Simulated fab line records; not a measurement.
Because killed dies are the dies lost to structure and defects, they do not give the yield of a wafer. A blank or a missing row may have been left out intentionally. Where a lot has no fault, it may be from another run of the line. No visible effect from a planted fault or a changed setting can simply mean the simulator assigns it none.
Code-filled problem report in 8D (eight disciplines) form | flow n5Finfet | the parts of the form that need people (team, actions taken, sign-off) are left out

## 1. THE PROBLEM
On 2 wafers of 1 lot, biasW at N5_BEOL_M7_TRENCH_ETCH_37 has a mean of 202.2 W; fault-free wafers read 185.0 W, standard deviation 0.48. Relative to the usual mean, that is a shift of +36 standard deviations.
The step: etches SiCOH lowk in C4F6/O2, target depth 93.478 nm, time 31.2 s.
Earliest sighting: wafer L589.1 on rieDiel-03 at day 12 11:40. The record has a number at this step for 27 wafers belonging to 10 lots. Rule for "out" (also "out of limits"): further than 4 standard deviations from the usual mean. Any other wafer with a number is counted as sound.

## 2. WHAT IT IS, AND WHAT IT ISN'T
question                    | is                | is not
which readings at this step | biasW             | chamberPressureMTorr, drypumpMotorCurrentA, oesProductAu, showerheadPlenumPTorr, throttleValvePct
which lots                  | L589              | L575, L576, L578, L579, L581, L583, L594, L595, L597
which wafers of those lots  | L589.1, L589.5    | L589.2
read on which tools         | rieDiel-03        | rieDiel-01, rieDiel-02
when                        | from day 12 11:40 | up to then (16 sound wafers); but 9 sound wafers of L594, L595, L597 came after

## 3. SUSPECTS, AND WHAT RULES EACH OUT
Counting: a tool at a process step up to the reading stays a suspect if it ran every lot that is out. Sound lots after the first of them don't rule it out here, since some wafers of a struck lot are sound.
- rieDiel-03 at N5_BEOL_M7_ETCH_72 (etches underlayer in N2/H2, target depth 6.5 nm, time 5.2 s): kept. The lot that is out, L589, ran on it at day 12 11:26; the last sound lot it ran before that was L581, at day 10 16:05.
- rieDiel-03 at N5_BEOL_M7_TRENCH_ETCH_37 (etches SiCOH lowk in C4F6/O2, target depth 93.478 nm, time 31.2 s): kept. The lot that is out, L589, ran on it at day 12 11:40; the last sound lot it ran before that was L581, at day 10 16:19. On those wafers its own readings are out: biasW.
- The sound lot-mates ran in chamber 1 of rieDiel-03 at N5_BEOL_M7_ETCH_72, but the wafers that are out ran in chamber 0.
- The sound lot-mates ran in chamber 1 of rieDiel-03 at N5_BEOL_M7_TRENCH_ETCH_37, but the wafers that are out ran in chamber 0.
After counting, rieDiel-03 at N5_BEOL_M7_ETCH_72 and rieDiel-03 at N5_BEOL_M7_TRENCH_ETCH_37 remain.

## 4. THE CAUSE (what the simulator had put in)
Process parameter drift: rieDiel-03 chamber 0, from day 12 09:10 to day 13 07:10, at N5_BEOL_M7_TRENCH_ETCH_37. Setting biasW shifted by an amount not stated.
After counting, 2 suspects remain, this tool included.

## 5. THE EFFECT CHAIN, in route order
Each row: a reading where the mean over the struck wafers with a number is more than 3 standard deviations away from the usual. Scope: only readings with a usual standard deviation given in the record; hours: median across lots of the time from each lot's start at the first step in this table that gives one to its start at this step; sigmas: change in usual standard deviations.
hours | step                      | reading | usual   | on struck wafers | change | sigmas
0     | N5_BEOL_M7_TRENCH_ETCH_37 | biasW   | 185.0 W | 202.2            | +17.2  | +36
0     | N5_BEOL_M7_TRENCH_ETCH_37 | rfVppV  | 665 V   | 749              | +84    | +3.4
Process steps it contains:
- N5_BEOL_M7_TRENCH_ETCH_37: etches SiCOH lowk in C4F6/O2, target depth 93.478 nm, time 31.2 s.

## 6. WHAT WOULD HAVE CAUGHT IT SOONER
In this record no reading fell out of limits until day 12 11:40, 2 hours after the fault had begun at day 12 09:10.
